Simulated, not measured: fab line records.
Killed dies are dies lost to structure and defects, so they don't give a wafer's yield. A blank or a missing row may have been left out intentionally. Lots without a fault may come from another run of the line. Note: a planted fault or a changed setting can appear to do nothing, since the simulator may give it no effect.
fab line records	flow nand-harc
record: lots: 12	wafers: 35	last-day: 24
route steps=1159 shown A_M0@1020 A_M1@1031 END@1159
lots with no fault: from the same line, run without faults
start-h: hours from the record's opening day to when the first of the lot's shown wafers began	wait-h: hours since the lot's step before	" as in the row above	L1.1+2: a single row standing in for several wafers	- no value, or no start given	* or withheld: withheld	< > ~ a bound
route shown NAME@n: names a module that has steps shown in the file, with the first one's number in the route	usual: mean/standard deviation of fault-free wafers	same: alike in all rows	chamber/n: place in a boat	sites: each site's reading	_std_site: how widely they spread, as a standard deviation	_edge_site: the outer-site mean with the inner-site mean subtracted	radius-mm: how far each site lies from the wafer's centre	mask NAME#n: copy n	behind: the most recent tool/chamber to have shaped the wafer	hold: why the lot was held/for how many hours/how that ended	device: names the non-switching transistor (n, p or np)	end of line: the same wafers' tests at the end of the route	a step given without rows: its recipe and nothing more	killed: not the wafer's yield, but the dies lost to structure and defects at the first sort	map: a wafer's dies, x killed, . not, _ none there
set.NAME: the setting as run; set.NAME@STEP: as run at that earlier step	model.NAME: the simulator's own value behind a step, which no gauge read
route steps across a sampled set of lots; one table per step, one row per wafer
services: a tool's chamber out of use, with start hour (start-h, from the record's first day; less than 0 if before it), hours out, and reason
== steps ==
step: NHARC_A_M0_THK_MEAS_24
recipe: thk-meas-gauge: xrf
usual: thk-nm: 114.1/1.7
lot.wafer	tool	chamber	start-h	wait-h	thk-nm
L820.2	film-metro-01	-	405.35	-	114.2
L820.3	"	-	"	"	117.8
L820.4	"	-	"	"	116.6
L821.3	film-metro-02	-	412.60	-	114.9
L821.4	"	-	"	"	112.8
L821.6	"	-	"	"	114.5
L825.1	film-metro-01	-	417.11	-	113.8
L825.2	"	-	"	"	112.3
L825.6	"	-	"	"	112.3
L824.1	film-metro-01	-	438.26	-	113.8
L824.2	"	-	"	"	113.7
L824.4	"	-	"	"	116.3
L828.2	film-metro-02	-	456.68	-	116.5
L828.4	"	-	"	"	112.6
L835.1	film-metro-01	-	496.41	-	115.0
L835.5	"	-	"	"	115.6
L835.6	"	-	"	"	114.6
L836.4	film-metro-01	-	500.91	-	112.1
L836.5	"	-	"	"	109.4
L836.6	"	-	"	"	115.1
L838.4	film-metro-02	-	517.81	-	116.4
L838.5	"	-	"	"	114.6
L838.6	"	-	"	"	116.0
L839.1	film-metro-01	-	518.11	-	114.1
L839.3	"	-	"	"	115.3
L839.4	"	-	"	"	113.8
L841.1	film-metro-01	-	533.64	-	112.9
L841.2	"	-	"	"	110.7
L841.4	"	-	"	"	115.7
L842.3	film-metro-02	-	538.16	-	114.6
L842.4	"	-	"	"	113.1
L842.6	"	-	"	"	112.8
L843.1	film-metro-01	-	545.91	-	115.6
L843.2	"	-	"	"	114.0
L843.4	"	-	"	"	113.8
step: NHARC_A_M0_INSPECT_27
usual: raw-defect-count: 428/94
lot.wafer	tool	chamber	start-h	wait-h	raw-defect-count
L820.2	defect-inspect-02	-	405.50	0.0	334
L820.3	"	-	"	"	402
L820.4	"	-	"	"	549
L821.3	defect-inspect-02	-	412.75	0.0	590
L821.4	"	-	"	"	426
L821.6	"	-	"	"	389
L825.1	defect-inspect-01	-	417.27	0.0	308
L825.2	"	-	"	"	364
L825.6	"	-	"	"	353
L824.1	defect-inspect-01	-	438.42	0.0	304
L824.2	"	-	"	"	451
L824.4	"	-	"	"	351
L828.2	defect-inspect-01	-	456.83	0.0	458
L828.4	"	-	"	"	399
L835.1	defect-inspect-01	-	496.57	0.0	447
L835.5	"	-	"	"	342
L835.6	"	-	"	"	331
L836.4	defect-inspect-02	-	501.06	0.0	442
L836.5	"	-	"	"	523
L836.6	"	-	"	"	431
L838.4	defect-inspect-02	-	517.96	0.0	340
L838.5	"	-	"	"	393
L838.6	"	-	"	"	452
L839.1	defect-inspect-02	-	518.29	0.0	520
L839.3	"	-	"	"	432
L839.4	"	-	"	"	536
L841.1	defect-inspect-02	-	533.83	0.0	454
L841.2	"	-	"	"	342
L841.4	"	-	"	"	404
L842.3	defect-inspect-02	-	538.32	0.0	333
L842.4	"	-	"	"	297
L842.6	"	-	"	"	551
L843.1	defect-inspect-02	-	546.07	0.0	498
L843.2	"	-	"	"	608
L843.4	"	-	"	"	546
step: NHARC_A_M1_SOFTBAKE_04
recipe: temp-c: 105	time-s: 55
usual: exhaust-pa: 45.0/0.91	heater-power-total-W: 188.44/0.14
lot.wafer	tool	chamber	start-h	wait-h	exhaust-pa	heater-power-total-W
L820.2	litho-track-04	0	406	-	44.9	188.71
L820.3	"	0	"	"	43.7	188.29
L820.4	"	0	"	"	44.4	188.24
L821.3	litho-track-04	0	413	-	45.8	188.38
L821.4	"	0	"	"	44.1	188.82
L821.6	"	0	"	"	46.5	188.38
L825.1	litho-track-01	0	418	-	44.7	188.47
L825.2	"	0	"	"	44.8	188.63
L825.6	"	0	"	"	45.6	188.60
L824.1	litho-track-04	0	439	-	45.0	188.34
L824.2	"	0	"	"	45.5	188.28
L824.4	"	0	"	"	45.4	188.41
L828.2	litho-track-06	0	457	-	43.7	229.84
L828.4	"	0	"	"	43.8	188.37
L835.1	litho-track-01	0	497	-	46.2	188.38
L835.5	"	0	"	"	44.8	188.27
L835.6	"	0	"	"	46.7	188.31
L836.4	litho-track-01	0	502	-	45.4	188.62
L836.5	"	0	"	"	45.0	188.55
L836.6	"	0	"	"	45.5	188.47
L838.4	litho-track-04	0	519	-	45.0	188.42
L838.5	"	0	"	"	46.1	188.36
L838.6	"	0	"	"	46.4	188.31
L839.1	litho-track-04	0	520	-	45.8	188.54
L839.3	"	0	"	"	44.6	188.32
L839.4	"	0	"	"	45.2	188.63
L841.1	litho-track-01	0	534	-	45.2	188.28
L841.2	"	0	"	"	46.2	188.48
L841.4	"	0	"	"	45.3	188.57
L842.3	litho-track-06	0	539	-	44.4	188.39
L842.4	"	0	"	"	44.7	188.64
L842.6	"	0	"	"	46.0	188.53
L843.1	litho-track-06	0	547	-	44.5	188.36
L843.2	"	0	"	"	45.9	188.65
L843.4	"	0	"	"	44.6	188.48
step: NHARC_A_M1_ETCH_35
recipe: target-depth-a: 400	overetch-a: 120	time-s: 43.94	ion-energy-ev: 200	n2-flow-sccm: 150	h2-flow-sccm: 150	ar-flow-sccm: 0	rf-w: 400	bias-w: 150	chemistry: N2/H2
usual: drypump-motor-current-A: 5.6/0.5	oes-product-au: 1.002/0.01	rf-vpp-V: 430.3/2.9	showerhead-plenum-p-Torr: 2.03/0.1	throttle-valve-pct: 14.170/0.0088
lot.wafer	tool	chamber	start-h	wait-h	drypump-motor-current-A	oes-product-au	rf-hours-counter-h	rf-vpp-V	showerhead-plenum-p-Torr	throttle-valve-pct
L820.3	rie-diel-04	0	407.16	0.1	5.3	0.993	5.9	433.9	2.19	14.167
L820.4	"	1	"	"	6.0	1.012	6.4	428.5	1.97	14.181
L820.2	"	3	"	"	5.5	0.984	5.9	428.6	1.99	14.188
L821.3	rie-diel-10	1	414.34	0.1	5.0	1.005	1.0	436.7	2.19	14.159
L821.4	"	3	"	"	6.4	1.001	1.1	430.9	2.06	14.158
L821.6	"	2	"	"	5.8	0.999	-	433.7	2.17	14.162
L825.2	rie-diel-10	2	418.92	0.1	5.8	0.998	1.2	434.4	2.17	14.170
L825.1	"	3	"	"	6.4	0.995	1.2	431.6	2.06	14.172
L825.6	"	1	"	"	5.0	0.989	-	433.9	2.19	14.154
L824.4	rie-diel-06	2	440.08	0.1	5.8	0.987	0.5	428.2	1.93	14.182
L824.1	"	3	"	"	4.7	0.997	0.4	431.4	2.12	14.167
L824.2	"	1	"	"	6.2	1.003	0.7	427.1	1.90	14.174
L828.2	rie-diel-10	0	458.50	0.1	4.9	1.024	2.3	427.6	1.94	14.167
L828.4	"	2	"	"	5.8	0.992	2.2	433.6	2.17	14.164
L835.1	rie-diel-04	1	498.27	0.1	6.0	1.002	1.1	427.5	1.96	14.165
L835.6	"	3	"	"	5.5	1.000	-	430.0	1.99	14.163
L835.5	"	0	"	"	5.3	0.989	-	435.1	2.19	14.173
L836.4	rie-diel-10	1	502.73	0.1	5.0	0.997	3.3	435.6	2.18	14.176
L836.6	"	3	"	"	6.5	0.990	-	430.8	2.06	14.179
L836.5	"	0	"	"	4.9	1.012	-	427.4	1.94	14.175
L838.6	rie-diel-04	2	519.90	0.1	5.8	0.998	-	429.5	1.96	14.167
L838.4	"	3	"	"	5.5	1.010	-	429.5	1.99	14.169
L838.5	"	1	"	"	6.0	1.024	-	427.8	1.96	14.189
L839.1	rie-diel-04	2	520.72	0.1	5.8	0.997	1.7	427.1	1.96	14.179
L839.3	"	3	"	"	5.4	0.996	2.5	429.0	1.99	14.156
L839.4	"	1	"	"	6.0	0.998	-	428.8	1.96	14.172
L841.1	rie-diel-04	0	535.52	0.1	5.3	0.994	2.4	433.8	2.19	14.171
L841.2	"	1	"	"	6.0	1.006	3.0	428.6	1.96	14.148
L841.4	"	2	"	"	5.8	0.994	2.3	428.4	1.96	14.168
L842.3	rie-diel-10	2	539.98	0.1	5.8	1.000	0.0	434.2	2.17	14.158
L842.4	"	3	"	"	6.4	1.012	0.0	429.7	2.06	14.163
L842.6	"	3	"	"	6.4	1.013	-	431.1	2.06	14.167
L843.4	rie-diel-06	3	547.64	0.1	4.7	0.986	7.2	432.7	2.12	14.163
L843.1	"	0	"	"	5.8	1.009	8.0	430.1	2.00	14.170
L843.2	"	2	"	"	5.8	0.997	7.9	427.8	1.93	14.172
step: NHARC_END_SORT_01
recipe: temp-c: 25
usual: defect-limited-yield: 95.2/1.6	killed-at-array: 29/10	killed-at-other: 0.7/1.1	killed-at-periphery: 3.2/2.2	killed-dies: 33/11	killed-open: 3.5/1.8	killed-short: 2.0/1.4	sort_bin_2_pct: 1.5/0.61	sort_bin_3_pct: 0.29/0.22	sort_bin_4_pct: 3.1/1.1	sort-n-pass: 644/11	sort-rim-yield-pct: 95/3.3	sort-yield-pct: 95.2/1.6
same: gross-dies: 677	sort_bin_5_pct[%]: 0	sort_bin_6_pct[%]: 0	sort_bin_7_pct[%]: 0	sort_bin_8_pct[%]: 0	sort-rim-n-gross: 106.00
lot.wafer	tool	chamber	start-h	wait-h	defect-limited-yield[%]	killed-at-array	killed-at-other	killed-at-periphery	killed-dies	killed-open	killed-short	sort_bin_2_pct[%]	sort_bin_3_pct[%]	sort_bin_4_pct[%]	sort-n-pass	sort-rim-yield-pct[%]	sort-yield-pct[%]
L824.1	prober-02	0	490.32	2.5	96.5	20	0	4	24	3	4	0.9	0	2.7	653	92	96.5
L824.2	prober-02	0	491.14	2.8	94.7	30	1	5	36	4	4	1.5	0.44	3.4	641	98	94.7
L824.4	prober-02	0	492.78	3.4	95.6	26	0	4	30	4	3	1.9	0	2.5	647	95	95.6
L828.2	prober-02	0	499.04	2.8	94.7	29	1	6	36	6	0	2.4	0.74	2.2	641	96	94.7
L828.4	prober-02	0	500.64	3.4	93.6	41	1	1	43	6	2	2.5	0.30	3.5	634	96	93.6
L836.4	prober-01	0	536.72	3.4	95.9	23	2	3	28	5	1	1.6	0.15	2.4	649	97	95.9
L836.5	prober-01	0	537.53	3.7	95.0	30	3	1	34	2	1	1.9	0	3.1	643	92	95.0
L836.6	prober-01	0	538.33	4.0	95.7	23	3	3	29	5	1	1.8	0.30	2.2	648	98	95.7
L838.4	prober-02	0	561.07	3.4	94.8	32	0	3	35	2	3	1.3	0.15	3.7	642	91	94.8
L838.5	prober-02	0	561.88	3.7	94.1	38	0	2	40	5	1	0.9	0.30	4.7	637	92	94.1
L838.6	prober-02	0	562.68	4.0	92.8	46	0	3	49	3	2	2.4	0.44	4.4	628	98	92.8
L839.1	prober-02	0	566.50	2.5	92.9	47	0	1	48	3	1	2.5	0.30	4.3	629	96	92.9
L839.3	prober-02	0	568.08	3.1	95.3	29	2	1	32	3	2	1.5	0.44	2.8	645	94	95.3
L839.4	prober-02	0	568.87	3.4	94.8	32	2	1	35	2	3	1.6	0.30	3.2	642	99	94.8
L842.3	prober-01	0	577.91	3.2	95.9	21	2	5	28	1	3	1.0	0	3.1	649	98	95.9
L842.4	prober-01	0	578.73	3.5	96.0	23	0	4	27	4	1	0.3	0.15	3.5	650	90	96.0
L842.6	prober-01	0	580.38	4.1	95.6	27	0	3	30	6	1	1.6	0.30	2.5	647	100	95.6
L843.1	prober-02	0	584.53	2.5	94.1	34	2	4	40	5	3	2.5	0.30	3.1	637	89	94.1
L843.2	prober-02	0	585.33	2.8	91.1	53	4	3	60	6	3	3.4	0.74	4.7	617	93	91.1
L843.4	prober-02	0	586.92	3.4	94.1	34	2	4	40	6	3	1.9	0.74	3.2	637	88	94.1
killed by level:class
L824.1 A_CHANNEL_HOLE_D1:chamber-film-flake=13 A_STAIRCASE:chamber-film-flake=2 A_CONTACT:chamber-film-flake=2 P_CONTACT:geometric-particle:short=1 P_CONTACT:geometric-particle:open=1 P_M1:geometric-particle:short=1 P_M2:geometric-particle:open=1 A_SOURCE_PLATE:geometric-particle:short=1
L824.2 A_CHANNEL_HOLE_D1:chamber-film-flake=16 A_STAIRCASE:chamber-film-flake=4 A_CHANNEL_HOLE_D1:geometric-particle:short=2 A_CONTACT:chamber-film-flake=2 P_M0:geometric-particle:short=1 P_M1:geometric-particle:short=1 A_SOURCE_PLATE:geometric-particle:open=1 A_CHANNEL_FILL_D1:geometric-particle:open=1
L824.4 A_CHANNEL_HOLE_D1:chamber-film-flake=11 A_CONTACT:geometric-particle:open=3 A_SLIT:chamber-film-flake=3 A_CONTACT:chamber-film-flake=3 P_BONDPAD:chamber-film-flake=2 P_CONTACT:geometric-particle:short=1 A_ONON_D1:geometric-particle:short=1 A_CHANNEL_FILL_D1:geometric-particle:open=1
L828.2 A_SLIT:chamber-film-flake=9 A_STAIRCASE:chamber-film-flake=8 P_CONTACT:chamber-film-flake=3 A_CONTACT:chamber-film-flake=3 A_BONDPAD:chamber-film-flake=3 A_ONON_D1:geometric-particle:open=2 A_CHANNEL_HOLE_D1:chamber-film-flake=2 P_GATE:geometric-particle:open=1
L828.4 A_SLIT:chamber-film-flake=23 A_CHANNEL_HOLE_D1:chamber-film-flake=4 A_BONDPAD:chamber-film-flake=4 A_CONTACT:geometric-particle:open=3 A_WL_FILL:chamber-film-flake=2 P_GATE:geometric-particle:open=1 A_ONON_D1:geometric-particle:open=1 A_ONON_D1:geometric-particle:short=1
L836.4 A_CHANNEL_HOLE_D1:chamber-film-flake=15 A_SGD_CUT:chamber-film-flake=2 A_CONTACT:chamber-film-flake=2 THIN_TSV:chamber-film-flake=2 P_M0:geometric-particle:open=1 P_M1:geometric-particle:short=1 A_SOURCE_PLATE:geometric-particle:open=1 A_CHANNEL_FILL_D1:geometric-particle:open=1
L836.5 A_CHANNEL_HOLE_D1:chamber-film-flake=21 A_CONTACT:chamber-film-flake=3 THIN_TSV:chamber-film-flake=3 A_SGD_CUT:chamber-film-flake=2 P_CONTACT:geometric-particle:short=1 A_SOURCE_PLATE:geometric-particle:open=1 A_CONTACT:geometric-particle:open=1 A_ZERO_WELL:chamber-film-flake=1
L836.6 A_CHANNEL_HOLE_D1:chamber-film-flake=14 A_CONTACT:chamber-film-flake=3 P_CONTACT:geometric-particle:open=2 A_CONTACT:geometric-particle:open=2 A_ZERO_WELL:chamber-film-flake=2 THIN_TSV:chamber-film-flake=2 A_SOURCE_PLATE:geometric-particle:open=1 A_ONON_D1:geometric-particle:short=1
L838.4 A_CHANNEL_HOLE_D1:chamber-film-flake=15 A_SLIT:chamber-film-flake=10 A_CONTACT:chamber-film-flake=3 P_CONTACT:geometric-particle:open=2 P_GATE:geometric-particle:short=1 A_ONON_D1:geometric-particle:short=1 A_CONTACT:geometric-particle:short=1 A_ZERO_WELL:chamber-film-flake=1
L838.5 A_CHANNEL_HOLE_D1:chamber-film-flake=16 A_SLIT:chamber-film-flake=12 A_CONTACT:chamber-film-flake=4 A_CHANNEL_FILL_D1:geometric-particle:open=2 P_M2:geometric-particle:open=1 A_ONON_D1:geometric-particle:short=1 A_CONTACT:geometric-particle:open=1 A_M0:geometric-particle:open=1
L838.6 A_SLIT:chamber-film-flake=21 A_CHANNEL_HOLE_D1:chamber-film-flake=15 A_CONTACT:chamber-film-flake=4 A_CHANNEL_FILL_D1:geometric-particle:open=2 A_CHANNEL_FILL_D1:geometric-particle:short=2 P_M0:chamber-film-flake=2 A_M0:geometric-particle:open=1 P_BONDPAD:chamber-film-flake=1
L839.1 A_SLIT:chamber-film-flake=18 A_CHANNEL_HOLE_D1:chamber-film-flake=17 A_ZERO_WELL:chamber-film-flake=4 A_STAIRCASE:chamber-film-flake=2 A_CONTACT:chamber-film-flake=2 A_ONON_D1:geometric-particle:short=1 A_WL_FILL:geometric-particle:open=1 A_CONTACT:geometric-particle:open=1
L839.3 A_CHANNEL_HOLE_D1:chamber-film-flake=11 A_SLIT:chamber-film-flake=8 A_CONTACT:geometric-particle:open=3 A_ZERO_WELL:chamber-film-flake=2 A_WL_FILL:chamber-film-flake=2 THIN_TSV:chamber-film-flake=2 A_SGD_CUT:geometric-particle:short=1 A_CONTACT:geometric-particle:short=1
L839.4 A_SLIT:chamber-film-flake=18 A_CHANNEL_HOLE_D1:chamber-film-flake=7 THIN_TSV:chamber-film-flake=2 A_ONON_D1:geometric-particle:short=1 A_WL_FILL:geometric-particle:short=1 A_WL_FILL:geometric-particle:open=1 A_CONTACT:geometric-particle:open=1 A_M0:geometric-particle:short=1
L842.3 A_CHANNEL_HOLE_D1:chamber-film-flake=9 A_WL_FILL:chamber-film-flake=5 P_M1:chamber-film-flake=3 A_STAIRCASE:chamber-film-flake=3 THIN_TSV:chamber-film-flake=2 P_M0:geometric-particle:short=1 P_M1:geometric-particle:short=1 A_CONTACT:geometric-particle:open=1
L842.4 A_CHANNEL_HOLE_D1:chamber-film-flake=7 A_M1:chamber-film-flake=4 P_GATE:chamber-film-flake=2 P_M1:chamber-film-flake=2 A_M0:chamber-film-flake=2 A_ONON_D1:geometric-particle:open=1 A_ONON_D1:geometric-particle:short=1 A_SGD_CUT:geometric-particle:open=1
L842.6 A_CHANNEL_HOLE_D1:chamber-film-flake=13 A_CONTACT:geometric-particle:open=2 P_GATE:chamber-film-flake=2 A_CHANNEL_FILL_D1:chamber-film-flake=2 P_M0:geometric-particle:open=1 A_WL_FILL:geometric-particle:open=1 A_BLC:geometric-particle:short=1 A_M0:geometric-particle:open=1
L843.1 A_SLIT:chamber-film-flake=11 A_CHANNEL_HOLE_D1:chamber-film-flake=7 A_CHANNEL_FILL_D1:chamber-film-flake=3 A_CONTACT:chamber-film-flake=3 A_BONDPAD:chamber-film-flake=3 A_WL_FILL:geometric-particle:open=2 THIN_TSV:chamber-film-flake=2 P_STI:geometric-particle:short=1
L843.2 A_SLIT:chamber-film-flake=21 A_CHANNEL_HOLE_D1:chamber-film-flake=10 A_CONTACT:chamber-film-flake=8 A_STAIRCASE:chamber-film-flake=4 THIN_TSV:chamber-film-flake=4 A_CHANNEL_FILL_D1:geometric-particle:short=2 A_CHANNEL_FILL_D1:chamber-film-flake=2 P_GATE:geometric-particle:open=1
L843.4 A_SLIT:chamber-film-flake=12 A_BONDPAD:chamber-film-flake=5 A_CONTACT:chamber-film-flake=3 A_STAIRCASE:chamber-film-flake=2 A_WL_FILL:chamber-film-flake=2 THIN_TSV:chamber-film-flake=2 P_STI:geometric-particle:open=1 P_GATE:geometric-particle:open=1
== services ==
tool	chamber	start-h	hours	kind
rie-diel-06	0	395.45	15.0	repair
rie-diel-04	0	395.90	-	clean
rie-diel-04	1	395.90	-	clean
rie-diel-04	2	395.90	-	clean
rie-diel-04	3	395.90	-	clean
rie-diel-06	-	418.21	9.0	pm
rie-diel-04	0	420.41	-	clean
rie-diel-04	1	420.41	-	clean
rie-diel-04	2	420.41	-	clean
rie-diel-04	3	420.41	-	clean
litho-track-01	-	443.00	7.0	pm
rie-diel-04	0	444.91	-	clean
rie-diel-04	1	444.91	-	clean
rie-diel-04	2	444.91	-	clean
rie-diel-04	3	444.91	-	clean
rie-diel-04	-	465.90	9.0	pm
litho-track-06	-	467.00	7.0	pm
rie-diel-06	3	477.56	6.1	repair
litho-track-04	-	491.00	7.0	pm
rie-diel-04	2	493.21	5.8	repair
rie-diel-04	0	515.87	7.0	repair
rie-diel-10	-	530.78	9.0	pm
rie-diel-04	0	538.07	4.8	repair
rie-diel-04	2	539.08	13.7	repair
== key ==
first-sign: step: NHARC_A_M1_SOFTBAKE_04	reading: heater-power-total-W	direction: up	sigmas: 99+	usual: *	struck: *
effect none on later readings
met-at NHARC_A_M1_SOFTBAKE_04
struck-lots L828
struck-wafers L828.2
not-acting-at NHARC_A_M0_THK_MEAS_24,NHARC_A_M0_INSPECT_27,NHARC_A_M1_ETCH_35
fault: kind: process-parameter-drift	tool: litho-track-06	chamber: -	onset-h: 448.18	steps: NHARC_A_M1_SOFTBAKE_04	channel: time-s	offset: *	shape: step	end-h: 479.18	scope: struck-wafers-only	acts-in: *	stated: *
